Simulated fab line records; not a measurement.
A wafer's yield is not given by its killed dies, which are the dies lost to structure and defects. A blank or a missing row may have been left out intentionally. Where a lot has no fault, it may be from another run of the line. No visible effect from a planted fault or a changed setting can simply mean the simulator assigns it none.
Split-lot experiment    flow n5-finfet    39 wafers read across 7 lots, on a route 1938 steps long

ABOUT THE SPLIT
At N5_MOL_CONTACT_COAG_CVD_140 (deposits W, target thk 66.5 nm, time 215 s), the setting target-thk-a was moved away from the recipe's 665 angstrom on 12 of the 39 wafers read, by -9.7% to +5.4%. This setting was run at the recipe's value on the other wafers.

The split's own step is where the reading is taken.

THE READING
W_of_MOL_CONTACT_COAG_CVD_140.thk-nm (the simulator's own value, which no gauge read), in nm, at N5_MOL_CONTACT_COAG_CVD_140 (deposits W, target thk 66.5 nm, time 215 s). The file does not state a usual value for it. Average 66.7 nm, standard deviation 0.48 nm, over the 27 wafers here run with the recipe.

wafer   tool, chamber at the split  target-thk-a as run, angstrom  against the recipe  W_of_MOL_CONTACT_COAG_CVD_140.thk-nm, nm  against lot-mates on the recipe
L076.1  cvd-w-02, 1                 665                            recipe              66.8                                      -
L076.2  cvd-w-02, 0                 604.1                          -9.2%               60.2                                      -6.2
L076.3  cvd-w-02, 0                 604.1                          -9.2%               61                                        -5.4
L076.4  cvd-w-02, 1                 665                            recipe              66.2                                      -
L076.5  cvd-w-02, 1                 665                            recipe              66.2                                      -
L076.6  cvd-w-02, 0                 604.1                          -9.2%               61.2                                      -5.2
L088.1  cvd-w-02, 1                 665                            recipe              67                                        -
L088.2  cvd-w-02, 0,1,0,1           665                            recipe              66.8                                      -
L088.4  cvd-w-02, 0,1,0,1           665                            recipe              66.8                                      -
L088.5  cvd-w-02, 0,1,0,1           665                            recipe              66.8                                      -
L088.6  cvd-w-02, 0,1,0,1           665                            recipe              66.8                                      -
L088.3  cvd-w-02, 0                 665                            recipe              67.2                                      -
L089.1  cvd-w-01, 1                 665                            recipe              66.6                                      -
L089.2  cvd-w-01, 0                 665                            recipe              66.8                                      -
L089.3  cvd-w-01, 0                 665                            recipe              66.2                                      -
L089.4  cvd-w-01, 1,1,0             665                            recipe              66.4                                      -
L089.5  cvd-w-01, 1,1,0             665                            recipe              66.4                                      -
L089.6  cvd-w-01, 1,1,0             665                            recipe              66.4                                      -
L090.1  cvd-w-01, 1                 700.7                          +5.4%               69.8                                      +3.9
L090.2  cvd-w-01, 0                 665                            recipe              65.6                                      -
L090.3  cvd-w-01, 1                 700.7                          +5.4%               69.4                                      +3.5
L090.4  cvd-w-01, 0                 700.7                          +5.4%               70                                        +4.1
L090.5  cvd-w-01, 0,1               665                            recipe              66                                        -
L090.6  cvd-w-01, 0,1               665                            recipe              66                                        -
L091.1  cvd-w-02, 0                 600.7                          -9.7%               60.8                                      -6.4
L091.5  cvd-w-02, 0                 600.7                          -9.7%               60.8                                      -6.4
L091.2  cvd-w-02, 1                 665                            recipe              67                                        -
L091.6  cvd-w-02, 1                 665                            recipe              67                                        -
L091.3  cvd-w-02, 1                 665                            recipe              67.6                                      -
L091.4  cvd-w-02, 0                 600.7                          -9.7%               61.6                                      -5.6
L092.4  cvd-w-01, 1                 665                            recipe              67.4                                      -
L092.5  cvd-w-01, 1                 665                            recipe              67                                        -
L092.6  cvd-w-01, 0                 665                            recipe              66.2                                      -
L096.1  cvd-w-02, 1                 630.7                          -5.2%               63.2                                      -3.7
L096.2  cvd-w-02, 0,1               630.7                          -5.2%               63.4                                      -3.5
L096.6  cvd-w-02, 0,1               630.7                          -5.2%               63.4                                      -3.5
L096.3  cvd-w-02, 0                 665                            recipe              67.4                                      -
L096.4  cvd-w-02, 1                 665                            recipe              67                                        -
L096.5  cvd-w-02, 0                 665                            recipe              66.2                                      -
Rows listing several chambers each stand for several wafers; the file does not say which wafer went through which chamber.

THE FIT
A straight line over all 39 wafers: W_of_MOL_CONTACT_COAG_CVD_140.thk-nm changes by +0.605 nm for each +1% of target-thk-a; r = +0.98; the points scatter about the line by 0.47 nm.
The same after taking each lot's own level away (the mean of its wafers on the recipe; 39 wafers): +0.646 nm for each +1%; r = +0.99; scatter 0.35 nm.
Per that fit: largest target-thk-a move, reading shift of 6.3 nm.
Measured against the standard deviation above, the lots' own levels, which go from 65.87 to 67.20 nm, span 2.8 times it.
The two slopes are in agreement: the lot-to-lot level therefore moves the slope only a little.
Check: for one of the wafers moved furthest among these (-9.7%), held out of the fit, the line's prediction against its lot-mates is -6.17 nm. It came out at -6.4 nm against them.

THESE WAFERS: OTHER SPLITS
Other splits were also applied to these wafers ahead of the reading. Each is held against what the fit with the lots' levels taken away leaves over:
other split on the same wafers        wafers away from the commonest value  r with W_of_MOL_CONTACT_COAG_CVD_140.thk-nm (lot level and that fit taken away)
N5_DUMMY_GATE_ETCH_37 source-w        15                                    -0.13
N5_DUMMY_GATE_ETCH_31 target-depth-a  15                                    +0.00
N5_SD_EPI_P_ETCH_16 target-depth-a    12                                    +0.12

THE FILE'S OWN FIT
W_of_MOL_CONTACT_COAG_CVD_140.thk-nm changes by +0.643 nm for each +1% of target-thk-a, r = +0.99.
